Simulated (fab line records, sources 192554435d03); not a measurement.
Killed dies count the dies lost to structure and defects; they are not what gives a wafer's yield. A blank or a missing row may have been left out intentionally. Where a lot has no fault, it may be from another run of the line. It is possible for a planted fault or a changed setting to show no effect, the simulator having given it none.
fab line records	flow n5-finfet
[record] lots = 7	wafers = 39
route steps=1938 shown FIN_SAQP@96 FIN_CUT@175 SD_EPI_N@288 HKMG_FIN@412 MOL_CONTACT_COAG@586 BEOL_M0@731 BEOL_M2@910 BEOL_M4@1088 BEOL_M5@1183 BEOL_M9@1419 BEOL_M14@1716 MIM_BOT_LITHO@1860 PASSIVATION@1923
start-h: the number of hours between the record's first day and the start of the first shown wafer of the lot	wait-h: hours elapsed since this lot's preceding step	" identical to the entry in the row above	L1.1+2: a row that stands for several wafers	- either no value or no given start	* or withheld: withheld	< > ~ a bound
route shown NAME@n: a module of which the file shows steps, and the number in the route of the first	usual: the fault-free wafers' mean and standard deviation	same: alike in all rows	chamber/n: place in a boat	sites: each site's reading	_std_site: standard deviation of those values	_edge_site: mean of outer sites minus mean of inner sites	radius-mm: for every site, how far away it sits from the centre of the wafer	mask NAME#n: copy n	behind: the tool/chamber that last shaped the wafer	hold: what put the lot on hold/how long, in hours/how the hold closed	device: which transistor (n, p or np) failed to switch	end of line: tests run on the same wafers once the route is complete	a step with no rows: only its recipe	killed: at the first sort, the dies lost to defects and structure; wafer yield is something else	map: dies across one wafer; x = killed, . = not, _ = none there
set.NAME: setting as actually run; set.NAME@STEP: the setting as run at that earlier step	model.NAME: the simulator's own value behind a step, which no gauge read
lots with deliberately changed settings; one table per step, one row per wafer
[[steps]]
[step N5_FIN_SAQP_HM_DEP_03]
[recipe] material = SiNx	target-thk-a = 380	temp-c = 400	precursor = SiH4/NH3/N2	pressure-torr = 1.5	rf-w = 300	time-s = 33.6
[step N5_FIN_CUT_PRECLEAN_35]
[recipe] time-s = 13.3	temp-c = 45	pressure-torr = 125	p-hf-torr = 3	p-coreactant-torr = 25	chemistry = vHF
[step N5_SD_EPI_N_EPI_21]
[recipe] material = Si:P	dopant = P	temp-c = 680	pressure-torr = 255	time-s = 690
[step N5_HKMG_FIN_ALD_79]
[recipe] material = TiN	target-thk-a = 15	temp-c = 400	ald-precursor-family = TiCl4	ald-co-reactant = NH3	pulse-time-s = 1	purge-time-s = 3	co-reactant-purge-time-s = 2	co-reactant-pulse-time-s = 2	ald-cycles = 68	pressure-torr = 3
[step N5_MOL_CONTACT_COAG_VIA_ETCH_46]
[recipe] chemistry = C4F6/O2	target-depth-a = 460	overetch-a = 92	mask-material = SOC	target = SiO2	bias-w = 455	pressure-mtorr = 10	time-s = 40	source-w = 325	Ar_flow_sccm = 300	C4F6_flow_sccm = 10	O2_flow_sccm = 10	ion-energy-ev = 575.3	ends = end-point
[step N5_BEOL_M0_ALD_136]
[recipe] material = TaN	target-thk-a = *	temp-c = 275	ald-precursor-family = PDMAT	ald-co-reactant = NH3	pressure-torr = 3	carrier-flow-sccm = 1500	pulse-time-s = 2	purge-time-s = 3	co-reactant-purge-time-s = 2	co-reactant-pulse-time-s = 3	ald-cycles = 30	precursor-vessel-temp-c = 75	precursor-vessel-pressure-torr = 26.25	precursor-vessel-carrier-sccm = 1000
[step N5_BEOL_M2_SPUTTER_86]
[recipe] material = Cu	target-thk-a = 45	temp-c = -20	chamber-pressure-pa = 0.07	power-w = withheld	time-s = 8.29
[step N5_BEOL_M4_SPUTTER_81]
[step N5_BEOL_M5_SPUTTER_90]
[step N5_BEOL_M9_ETCH_62]
[recipe] chemistry = N2/H2	target = SOC	target-depth-a = 1100	overetch-a = 220	mask-material = SiARC	temp-c = 40	time-s = 165	ion-energy-ev = 200	pressure-mtorr = 30	source-w = 840	bias-w = 150	n2-flow-sccm = 200	h2-flow-sccm = 200
[step N5_BEOL_M14_ILD_DEP_00]
[recipe] material = SiO2	target-thk-a = 11193	temp-c = 400	precursor = TEOS/O2	pressure-torr = 6.5	rf-w = 900	teos-flow-sccm = 161.4	gas = O2	flow-sccm = 2650	time-s = 237.4
[step N5_MIM_BOT_LITHO_DEVELOP_07]
[recipe] develop-time-s = 60	rinse-liquid = diw	dry = air-spin	dev-temp-c = 21
[step N5_PASSIVATION_DEVELOP_43]
[step N5_PASSIVATION_PROBE_49]
[usual] defect-limited-yield = 91.5/1.6	killed-at-contacts = 13/6	sort_bin_5_function = 5.0/1	sort-yield-pct = 91.5/1.6
lot.wafer	tool	chamber	start-h	wait-h	set.target-thk-a@FIN_SAQP_HM_DEP_03	set.time-s@FIN_CUT_PRECLEAN_35	set.epi-growth-time-s@SD_EPI_N_EPI_21	set.ald-cycles@HKMG_FIN_ALD_79	set.target-depth-a@MOL_CONTACT_COAG_VIA_ETCH_46	set.ald-cycles@BEOL_M0_ALD_136	set.target-thk-a@BEOL_M2_SPUTTER_86	set.target-thk-a@BEOL_M4_SPUTTER_81	set.time-s@BEOL_M5_SPUTTER_90	set.time-s@BEOL_M9_ETCH_62	set.time-s@BEOL_M14_ILD_DEP_00	set.develop-time-s@MIM_BOT_LITHO_DEVELOP_07	set.develop-time-s@PASSIVATION_DEVELOP_43	defect-limited-yield[%]	killed-at-contacts	sort_bin_5_function[%]	sort-yield-pct[%]
L077.1	prober-01	-	270.45	0.1	508.9	13.3	690	68	460	45	45	63.14	6.701	137.5	237.4	28.6	60	93.6	8	3.9	93.6
L077.2	prober-01	-	270.50	0.2	380	13.3	690	93	460	45	45	45	6.701	137.5	237.4	28.6	60	91.1	17	4.9	91.1
L077.3	prober-01	-	270.55	0.2	380	5.913	690	93	460	45	45	63.14	8.29	165	237.4	28.6	60	90.2	15	6.3	90.2
L077.4	prober-01	-	270.60	0.3	508.9	5.913	690	93	460	30	45	45	6.701	165	237.4	60	60	92.9	12	3.5	92.9
L077.5	prober-01	-	270.65	0.3	380	5.913	690	68	460	30	45	45	8.29	137.5	237.4	60	60	92.8	9	4.2	92.8
L077.6	prober-01	-	270.70	0.4	508.9	13.3	690	68	460	30	45	63.14	8.29	165	237.4	60	60	94.9	3	3.2	94.9
L079.1	prober-01	-	308.30	0.0	380	13.3	690	68	460	30	21.58	45	8.29	165	237.4	60	35	92.6	12	3.8	92.6
L079.2	prober-01	-	308.35	0.1	215.6	13.3	690	68	460	30	45	61.85	11.33	165	237.4	89.81	35	94.2	8	3.1	94.2
L079.3	prober-01	-	308.40	0.1	380	13.3	403	44	460	30	45	45	8.29	165	100.6	60	35	0	15	5.3	0
L079.4	prober-01	-	308.45	0.2	215.6	13.3	690	44	551.7	30	21.58	45	11.33	165	100.6	89.81	60	0	22	8.6	0
L079.5	prober-01	-	308.50	0.2	380	13.3	403	68	551.7	30	21.58	61.85	11.33	165	237.4	60	60	91.6	10	5.2	91.6
L079.6	prober-01	-	308.55	0.3	215.6	13.3	403	44	551.7	30	45	61.85	8.29	165	100.6	89.81	60	0	11	5.3	0
L083.1	prober-02	-	323.61	0.0	380	13.3	690	68	460	30	45	45	8.29	165	237.4	60	60	91.0	11	5.8	91.0
L083.2	prober-02	-	323.66	0.1	380	13.3	690	68	460	30	45	45	8.29	165	237.4	60	60	86.9	15	7.2	86.9
L083.5	prober-02	-	323.81	0.2	380	13.3	690	68	460	30	45	45	8.29	165	237.4	60	60	88.6	35	7.3	88.6
L084.1	prober-01	-	327.19	0.0	268.3	13.3	690	44	285.8	18	21.24	28.98	12.41	165	237.4	95.18	60	0	1063	95.9	0
L084.2	prober-01	-	327.24	0.1	380	13.3	690	68	460	30	21.24	28.98	8.29	213.6	237.4	95.18	60	91.3	14	4.8	91.3
L084.3	prober-01	-	327.29	0.1	268.3	13.3	895.9	44	460	30	21.24	45	12.41	213.6	128.9	60	89.27	90.6	10	5.3	90.6
L084.4	prober-01	-	327.34	0.2	268.3	13.3	895.9	68	460	18	45	28.98	8.29	165	128.9	95.18	89.27	90.3	11	6.2	90.3
L084.5	prober-01	-	327.39	0.2	380	13.3	895.9	68	285.8	18	45	45	8.29	213.6	237.4	60	89.27	0	1097	96.9	0
L084.6	prober-01	-	327.44	0.3	380	13.3	690	44	285.8	30	45	45	12.41	165	128.9	60	60	0	1080	95.5	0
L086.1	prober-01	-	346.82	0.0	380	7.772	690	106	460	30	45	35.45	8.29	245.1	324.1	85.81	60	91.6	4	5.3	91.6
L086.2	prober-01	-	346.87	0.1	380	13.3	465	106	460	30	45	35.45	6.84	245.1	237.4	85.81	91.84	93.0	8	4.0	93.0
L086.3	prober-01	-	346.92	0.1	380	7.772	690	68	460	30	45	45	6.84	245.1	324.1	60	91.84	91.6	11	4.2	91.6
L086.4	prober-01	-	346.97	0.2	380	7.772	465	106	460	30	45	45	8.29	165	237.4	85.81	91.84	91.8	17	5.4	91.8
L086.5	prober-01	-	347.02	0.2	380	13.3	690	68	460	30	45	45	8.29	165	237.4	60	60	92.8	8	4.0	92.8
L086.6	prober-01	-	347.07	0.3	380	13.3	465	68	460	30	45	35.45	6.84	165	324.1	60	60	91.4	11	4.7	91.4
L090.1	prober-02	-	363.83	0.0	380	20.62	690	78	203.3	30	45	66.29	6.945	165	237.4	60	29.76	0	1077	95.4	0
L090.2	prober-02	-	363.88	0.1	380	20.62	514	78	460	30	45	45	8.29	139.5	237.4	60	60	89.9	19	5.1	89.9
L090.3	prober-02	-	363.93	0.1	380	13.3	690	78	203.3	30	45	45	8.29	165	237.4	60	29.76	0	1096	96.4	0
L090.4	prober-02	-	363.98	0.2	380	13.3	514	68	203.3	30	45	45	6.945	139.5	345.8	60	29.76	0	1086	95.8	0
L090.5	prober-02	-	364.03	0.2	380	20.62	690	68	460	30	45	66.29	6.945	139.5	345.8	60	60	91.9	18	4.7	91.9
L090.6	prober-02	-	364.08	0.3	380	13.3	514	68	460	30	45	66.29	8.29	165	345.8	60	60	89.2	17	7.0	89.2
L091.1	prober-02	-	389.49	0.0	380	13.3	797	68	460	19	30.01	64.86	8.29	165	95.86	60	60	0	14	3.4	0
L091.2	prober-02	-	389.54	0.1	225.9	6.294	690	98	460	19	30.01	64.86	11.3	165	237.4	60	39.57	93.0	10	4.3	93.0
L091.3	prober-02	-	389.59	0.1	380	13.3	690	98	460	30	45	45	11.3	165	237.4	60	60	95.5	3	2.7	95.5
L091.4	prober-02	-	389.64	0.2	225.9	13.3	797	68	460	30	45	64.86	11.3	165	95.86	60	39.57	0	8	3.4	0
L091.5	prober-02	-	389.69	0.2	225.9	6.294	797	98	460	30	30.01	45	8.29	165	237.4	60	60	94.1	19	3.0	94.1
L091.6	prober-02	-	389.74	0.3	380	6.294	690	68	460	19	45	45	8.29	165	95.86	60	39.57	0	15	3.4	0
// killed by level:class
L077.1 BEOL_M2:geometric-particle:open=9 DUMMY_GATE:geometric-particle:open=7 MOL_CONTACT_COAG:geometric-particle:open=7 BEOL_M1:geometric-particle:open=5 FIN_SAQP:geometric-particle:open=4 BEOL_M0_SAQP:geometric-particle:open=4 FIN_SAQP:geometric-particle:short=3 STI_FIN_REVEAL:geometric-particle:open=3
L077.2 FIN_SAQP:geometric-particle:open=16 MOL_CONTACT_COAG:geometric-particle:open=13 FIN_SAQP:geometric-particle:short=10 BEOL_M2:geometric-particle:open=9 BEOL_M1:geometric-particle:open=6 DUMMY_GATE:geometric-particle:open=5 BEOL_M3:geometric-particle:open=5 MOL_CONTACT_COAG:geometric-particle:short=4
L077.3 FIN_SAQP:geometric-particle:open=15 BEOL_M1:geometric-particle:open=13 MOL_CONTACT_COAG:geometric-particle:open=12 BEOL_M0_SAQP:geometric-particle:open=9 BEOL_M2:geometric-particle:open=9 DUMMY_GATE:geometric-particle:open=5 BEOL_M1:geometric-particle:short=4 BEOL_M3:geometric-particle:open=4
L077.4 MOL_CONTACT_COAG:geometric-particle:open=9 FIN_SAQP:geometric-particle:open=6 BEOL_M3:geometric-particle:open=6 BEOL_M0_SAQP:geometric-particle:open=5 BEOL_M3:geometric-particle:short=5 PASS1_DEP:geometric-particle:open=5 BEOL_M1:geometric-particle:open=4 BEOL_M5:geometric-particle:open=4
L077.5 FIN_SAQP:geometric-particle:open=12 BEOL_M3:geometric-particle:open=10 MOL_CONTACT_COAG:geometric-particle:open=8 FIN_SAQP:geometric-particle:short=5 BEOL_M2:geometric-particle:open=5 DUMMY_GATE:geometric-particle:open=4 STARTING-WAFER:geometric-particle:open=3 STI_FIN_REVEAL:geometric-particle:short=2
L077.6 BEOL_M3:geometric-particle:open=8 BEOL_M1:geometric-particle:open=5 STI_FIN_REVEAL:geometric-particle:open=4 DUMMY_GATE:geometric-particle:open=4 FIN_SAQP:geometric-particle:short=3 FIN_SAQP:geometric-particle:open=3 MOL_CONTACT_COAG:geometric-particle:open=3 BEOL_M0_SAQP:geometric-particle:short=3
L079.1 BEOL_M2:geometric-particle:open=12 BEOL_M1:geometric-particle:open=8 MOL_CONTACT_COAG:geometric-particle:open=8 BEOL_M3:geometric-particle:open=6 FIN_SAQP:geometric-particle:open=5 BEOL_M3:geometric-particle:short=5 ILD0:geometric-particle:open=4 MOL_CONTACT_COAG:geometric-particle:short=4
L079.2 FIN_SAQP:geometric-particle:open=11 MOL_CONTACT_COAG:geometric-particle:open=8 BEOL_M2:geometric-particle:open=8 FIN_SAQP:geometric-particle:short=6 BEOL_M0_SAQP:geometric-particle:open=6 STI_FIN_REVEAL:geometric-particle:open=5 BEOL_M4:geometric-particle:open=4 BEOL_M2:geometric-particle:short=3
L079.3 BEOL_M14:area-dep=1066 MOL_CONTACT_COAG:geometric-particle:open=13 FIN_SAQP:geometric-particle:open=12 BEOL_M2:geometric-particle:open=8 BEOL_M1:geometric-particle:open=8 BEOL_M0_SAQP:geometric-particle:short=6 BEOL_M3:geometric-particle:open=6 FIN_SAQP:geometric-particle:short=5
L079.4 BEOL_M14:area-dep=1021 FIN_SAQP:geometric-particle:open=19 MOL_CONTACT_COAG:geometric-particle:open=13 STI_FIN_REVEAL:geometric-particle:open=9 MOL_CONTACT_COAG:geometric-particle:short=9 BEOL_M4:geometric-particle:open=9 BEOL_M0_SAQP:geometric-particle:open=9 DUMMY_GATE:geometric-particle:open=8
L079.5 FIN_SAQP:geometric-particle:short=11 FIN_SAQP:geometric-particle:open=7 BEOL_M0_SAQP:geometric-particle:short=7 BEOL_M2:geometric-particle:open=7 MOL_CONTACT_COAG:geometric-particle:open=6 BEOL_M0_SAQP:geometric-particle:open=6 BEOL_M0:geometric-particle:open=6 BEOL_M1:geometric-particle:open=5
L079.6 BEOL_M14:area-dep=1078 MOL_CONTACT_COAG:geometric-particle:open=11 FIN_SAQP:geometric-particle:open=10 BEOL_M2:geometric-particle:open=8 BEOL_M4:geometric-particle:open=7 FIN_SAQP:geometric-particle:short=6 BEOL_M1:geometric-particle:open=6 BEOL_M0_SAQP:geometric-particle:open=6
L083.1 BEOL_M3:geometric-particle:open=11 MOL_CONTACT_COAG:geometric-particle:open=10 FIN_SAQP:geometric-particle:open=9 BEOL_M0_SAQP:geometric-particle:short=9 BEOL_M4:geometric-particle:open=8 BEOL_M0:geometric-particle:open=7 BEOL_M2:geometric-particle:open=6 FIN_SAQP:geometric-particle:short=5
L083.2 BEOL_M0_SAQP:geometric-particle:short=20 FIN_SAQP:geometric-particle:short=19 BEOL_M0_SAQP:geometric-particle:open=19 MOL_CONTACT_COAG:geometric-particle:open=15 BEOL_M4:geometric-particle:open=14 FIN_SAQP:geometric-particle:open=13 BEOL_M3:geometric-particle:open=7 DUMMY_GATE:geometric-particle:open=5
L083.5 MOL_CONTACT_COAG:geometric-particle:open=25 BEOL_M0_SAQP:geometric-particle:short=14 BEOL_M0_SAQP:geometric-particle:open=13 FIN_SAQP:geometric-particle:open=11 FIN_SAQP:geometric-particle:short=11 MOL_CONTACT_COAG:geometric-particle:short=9 STARTING-WAFER:geometric-particle:open=6 BEOL_M0:geometric-particle:open=5
L084.1 MOL_CONTACT_COAG:area-etch=1049 STI_FIN_REVEAL:geometric-particle:open=17 MOL_CONTACT_COAG:geometric-particle:open=11 FIN_SAQP:geometric-particle:open=10 FIN_SAQP:geometric-particle:short=9 BEOL_M0_SAQP:geometric-particle:short=8 BEOL_M3:geometric-particle:open=8 BEOL_M0_SAQP:geometric-particle:open=6
L084.2 STI_FIN_REVEAL:geometric-particle:open=16 MOL_CONTACT_COAG:geometric-particle:open=11 FIN_SAQP:geometric-particle:short=6 STI_FIN_REVEAL:geometric-particle:short=5 BEOL_M0_SAQP:geometric-particle:short=5 BEOL_M3:geometric-particle:open=5 BEOL_M7:geometric-particle:open=5 DUMMY_GATE:geometric-particle:open=4
L084.3 DUMMY_GATE:geometric-particle:open=12 M11:area-ald=8 HKMG_FIN:area-etch=8 STI_FIN_REVEAL:geometric-particle:open=7 FIN_SAQP:geometric-particle:short=6 MOL_CONTACT_COAG:geometric-particle:open=6 BEOL_M0_SAQP:geometric-particle:short=6 BEOL_M1:geometric-particle:open=6
L084.4 STI_FIN_REVEAL:geometric-particle:open=10 MOL_CONTACT_COAG:geometric-particle:open=10 BEOL_M0_SAQP:geometric-particle:open=10 FIN_SAQP:geometric-particle:open=9 BEOL_M4:geometric-particle:open=9 FIN_SAQP:geometric-particle:short=8 BEOL_M0_SAQP:geometric-particle:short=7 BEOL_M1:geometric-particle:open=6
L084.5 MOL_CONTACT_COAG:area-etch=1087 STI_FIN_REVEAL:geometric-particle:open=16 FIN_SAQP:geometric-particle:open=10 FIN_SAQP:geometric-particle:short=6 MOL_CONTACT_COAG:geometric-particle:open=6 BEOL_M3:geometric-particle:open=6 BEOL_M0_SAQP:geometric-particle:short=5 STI_FIN_REVEAL:geometric-particle:short=4
L084.6 MOL_CONTACT_COAG:area-etch=1066 STI_FIN_REVEAL:geometric-particle:open=18 FIN_SAQP:geometric-particle:short=13 MOL_CONTACT_COAG:geometric-particle:open=11 DUMMY_GATE:geometric-particle:open=7 BEOL_M0_SAQP:geometric-particle:short=7 FIN_SAQP:geometric-particle:open=5 STI_FIN_REVEAL:geometric-particle:short=5
L086.1 FIN_SAQP:geometric-particle:open=18 BEOL_M0_SAQP:geometric-particle:open=9 FIN_SAQP:geometric-particle:short=8 BEOL_M2:geometric-particle:open=8 BEOL_M0_SAQP:geometric-particle:short=8 DUMMY_GATE:geometric-particle:open=6 BEOL_M4:geometric-particle:short=5 BEOL_M1:geometric-particle:open=5
L086.2 BEOL_M0_SAQP:geometric-particle:open=10 FIN_SAQP:geometric-particle:open=9 BEOL_M0_SAQP:geometric-particle:short=8 MOL_CONTACT_COAG:geometric-particle:open=7 BEOL_M1:geometric-particle:short=5 BEOL_M2:geometric-particle:open=5 BEOL_M1:geometric-particle:open=4 FIN_SAQP:geometric-particle:short=3
L086.3 FIN_SAQP:geometric-particle:short=12 MOL_CONTACT_COAG:geometric-particle:open=10 BEOL_M0_SAQP:geometric-particle:short=9 BEOL_M1:geometric-particle:open=8 FIN_SAQP:geometric-particle:open=7 BEOL_M0_SAQP:geometric-particle:open=7 GATE_CUT:geometric-particle:short=6 BEOL_M2:geometric-particle:open=5
L086.4 MOL_CONTACT_COAG:geometric-particle:open=14 BEOL_M0_SAQP:geometric-particle:short=12 BEOL_M0_SAQP:geometric-particle:open=7 BEOL_M2:geometric-particle:open=7 DUMMY_GATE:geometric-particle:open=6 GATE_CUT:geometric-particle:open=6 BEOL_M3:geometric-particle:open=6 BEOL_M4:geometric-particle:short=4
L086.5 FIN_SAQP:geometric-particle:short=12 FIN_SAQP:geometric-particle:open=11 MOL_CONTACT_COAG:geometric-particle:open=8 BEOL_M0_SAQP:geometric-particle:short=6 GATE_CUT:geometric-particle:open=6 BEOL_M1:geometric-particle:open=5 BEOL_M3:geometric-particle:open=5 DUMMY_GATE:geometric-particle:open=4
L086.6 FIN_SAQP:geometric-particle:open=16 MOL_CONTACT_COAG:geometric-particle:open=11 FIN_SAQP:geometric-particle:short=10 STI_FIN_REVEAL:geometric-particle:open=6 M11:area-ald=6 BEOL_M0_SAQP:geometric-particle:open=5 BEOL_M0_SAQP:geometric-particle:short=5 BEOL_M1:geometric-particle:open=5
L090.1 MOL_CONTACT_COAG:area-etch=1063 FIN_SAQP:geometric-particle:open=13 STI_FIN_REVEAL:geometric-particle:open=11 GATE_CUT:geometric-particle:short=10 MOL_CONTACT_COAG:geometric-particle:open=10 DUMMY_GATE:geometric-particle:open=9 FIN_SAQP:geometric-particle:short=6 GATE_CUT:geometric-particle:open=5
L090.2 BEOL_M2:geometric-particle:open=15 MOL_CONTACT_COAG:geometric-particle:open=13 HKMG_FIN:area-etch=11 BEOL_M1:geometric-particle:short=7 BEOL_M0_SAQP:geometric-particle:open=6 STI_FIN_REVEAL:geometric-particle:open=5 MOL_CONTACT_COAG:geometric-particle:short=5 STARTING-WAFER:geometric-particle:short=5
L090.3 MOL_CONTACT_COAG:area-etch=1090 DUMMY_GATE:geometric-particle:open=13 FIN_SAQP:geometric-particle:open=8 STI_FIN_REVEAL:geometric-particle:open=7 BEOL_M0_SAQP:geometric-particle:open=7 BEOL_M3:geometric-particle:open=6 BEOL_M2:geometric-particle:open=5 MOL_CONTACT_COAG:geometric-particle:open=5
L090.4 MOL_CONTACT_COAG:area-etch=1064 MOL_CONTACT_COAG:geometric-particle:open=16 BEOL_M0_SAQP:geometric-particle:short=14 BEOL_M2:geometric-particle:open=10 STI_FIN_REVEAL:geometric-particle:open=7 BEOL_M0_SAQP:geometric-particle:open=7 FIN_SAQP:geometric-particle:short=6 MOL_CONTACT_COAG:geometric-particle:short=6
L090.5 MOL_CONTACT_COAG:geometric-particle:open=15 BEOL_M2:geometric-particle:open=9 DUMMY_GATE:geometric-particle:open=6 HKMG_FIN:area-etch=6 FIN_SAQP:geometric-particle:short=5 BEOL_M3:geometric-particle:open=5 BEOL_M1:geometric-particle:short=5 FIN_SAQP:geometric-particle:open=4
L090.6 FIN_SAQP:geometric-particle:open=14 MOL_CONTACT_COAG:geometric-particle:open=13 STI_FIN_REVEAL:geometric-particle:open=12 BEOL_M1:geometric-particle:short=9 DUMMY_GATE:geometric-particle:open=7 BEOL_M0_SAQP:geometric-particle:short=7 FIN_SAQP:geometric-particle:short=6 BEOL_M3:geometric-particle:open=6
L091.1 BEOL_M14:area-dep=1120 MOL_CONTACT_COAG:geometric-particle:open=13 STI_FIN_REVEAL:geometric-particle:open=7 BEOL_M3:geometric-particle:open=6 STARTING-WAFER:geometric-particle:open=4 GATE_CUT:geometric-particle:open=3 GATE_CUT:geometric-particle:short=2 BEOL_M0_SAQP:geometric-particle:short=2
L091.2 GATE_CUT:geometric-particle:short=6 MOL_CONTACT_COAG:geometric-particle:open=6 BEOL_M0_SAQP:geometric-particle:open=6 BEOL_M3:geometric-particle:open=6 M11:area-ald=5 FIN_CUT:geometric-particle:short=4 FIN_CUT:geometric-particle:open=4 STI_FIN_REVEAL:geometric-particle:open=4
L091.3 BEOL_M0_SAQP:geometric-particle:short=7 BEOL_M0_SAQP:geometric-particle:open=6 STI_FIN_REVEAL:geometric-particle:open=4 BEOL_M1:geometric-particle:open=4 FIN_SAQP:geometric-particle:short=3 DUMMY_GATE:geometric-particle:open=3 MOL_CONTACT_COAG:geometric-particle:open=3 BEOL_M3:geometric-particle:short=3
L091.4 BEOL_M14:area-dep=1094 STI_FIN_REVEAL:geometric-particle:open=10 BEOL_M3:geometric-particle:open=8 HKMG_FIN:area-etch=8 BEOL_M1:geometric-particle:open=6 MOL_CONTACT_COAG:geometric-particle:open=5 BEOL_M8:geometric-particle:open=4 GATE_CUT:geometric-particle:short=3
L091.5 MOL_CONTACT_COAG:geometric-particle:open=16 BEOL_M3:geometric-particle:open=8 STARTING-WAFER:geometric-particle:short=6 STI_FIN_REVEAL:geometric-particle:open=5 DUMMY_GATE:geometric-particle:open=3 SPACER0:geometric-particle:short=3 MOL_CONTACT_COAG:geometric-particle:short=3 GATE_CUT:geometric-particle:short=2
L091.6 BEOL_M14:area-dep=1104 MOL_CONTACT_COAG:geometric-particle:open=12 BEOL_M3:geometric-particle:open=8 BEOL_M0_SAQP:geometric-particle:open=5 BEOL_M4:geometric-particle:open=4 STI_FIN_REVEAL:geometric-particle:open=3 DUMMY_GATE:geometric-particle:short=3 GATE_CUT:geometric-particle:short=3
[[key]]
[split] step = N5_FIN_SAQP_HM_DEP_03	setting = target-thk-a	stated-as = 380
response none clear
[split] step = N5_FIN_CUT_PRECLEAN_35	setting = time-s	stated-as = 13.3
response none clear
[split] step = N5_SD_EPI_N_EPI_21	setting = epi-growth-time-s	stated-as = 690
response none clear
[split] step = N5_HKMG_FIN_ALD_79	setting = ald-cycles	stated-as = 68
response none clear
[split] step = N5_MOL_CONTACT_COAG_VIA_ETCH_46	setting = target-depth-a	stated-as = 460
[response] step = N5_PASSIVATION_PROBE_49	reading = killed-at-contacts	slope = -22.9	per = 1%	together-with = all	explained = 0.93
[response] step = N5_PASSIVATION_PROBE_49	reading = sort_bin_5_function	slope = -1.94	per = 1%	together-with = all	explained = 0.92
[response] step = N5_PASSIVATION_PROBE_49	reading = defect-limited-yield	slope = +1.85	per = 1%	together-with = all	explained = 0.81
[response] step = N5_PASSIVATION_PROBE_49	reading = sort-yield-pct	slope = +1.85	per = 1%	together-with = all	explained = 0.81
[split] step = N5_BEOL_M0_ALD_136	setting = ald-cycles	stated-as = 30
response none clear
[split] step = N5_BEOL_M2_SPUTTER_86	setting = target-thk-a	stated-as = 45
response none clear
[split] step = N5_BEOL_M4_SPUTTER_81	setting = target-thk-a	stated-as = 45
response none clear
[split] step = N5_BEOL_M5_SPUTTER_90	setting = time-s	stated-as = 8.29
response none clear
[split] step = N5_BEOL_M9_ETCH_62	setting = time-s	stated-as = 165
response none clear
[split] step = N5_BEOL_M14_ILD_DEP_00	setting = time-s	stated-as = 237.4
response none clear
[split] step = N5_MIM_BOT_LITHO_DEVELOP_07	setting = develop-time-s	stated-as = 60
response none clear
[split] step = N5_PASSIVATION_DEVELOP_43	setting = develop-time-s	stated-as = 60
response none clear
